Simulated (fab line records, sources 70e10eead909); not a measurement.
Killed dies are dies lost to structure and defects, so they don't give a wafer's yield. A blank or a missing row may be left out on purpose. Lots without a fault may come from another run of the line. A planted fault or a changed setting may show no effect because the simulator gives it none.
Chamber matching | flow nand_harc | NHARC_A_CHANNEL_FILL_D2_ALD_25 on ald_hk-03: 4 sister chambers
The step deposits SiOx, target thk 60 nm, pulse time 10 s, ald cycles 600. 4 wafers are shown with their chamber, then 8 later ones without.

WAFERS WITH THEIR CHAMBER
wafer  | chamber | heater_power_w (W)
L089.1 | 1       | 459
L089.2 | 2       | 510
L089.3 | 0       | 457
L089.4 | 3       | 413

WAFERS WITHOUT THEIR CHAMBER
wafer  | heater_power_w (W)
L089.5 | 522
L089.6 | 447
L091.1 | 507
L091.2 | 460
L091.3 | 431
L091.4 | 447
L091.5 | 511
L091.6 | 426

WHICH CHAMBER EACH WENT THROUGH
wafer  | from the rows above          | in truth
L089.5 | 2                            | 2
L089.6 | can't be placed: 0 or 1      | 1
L091.1 | 2                            | 2
L091.2 | can't be placed: 1 or 0      | 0
L091.3 | can't be placed: 3 or 0 or 1 | 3
L091.4 | can't be placed: 0 or 1      | 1
L091.5 | 2                            | 2
L091.6 | can't be placed: 3 or 0 or 1 | 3
Placed correctly: 3 of 8. Can't be placed from these rows: 5 (the true chamber is among the candidates in 5). Placed wrongly: 0.
How it was worked out, from the rows above alone: a wafer's distance from a chamber is the root of the sum, over the readings, of the square of ((its reading less the chamber's mean) divided by the reading's scatter). The wafer belongs to the nearest chamber; if the next one is less than 2 further off, it can't be placed. A chamber's mean is the mean of its shown wafers. The scatter: with one shown wafer a chamber, the root of the mean of the squares of how far each hidden wafer lies from its nearest shown one.
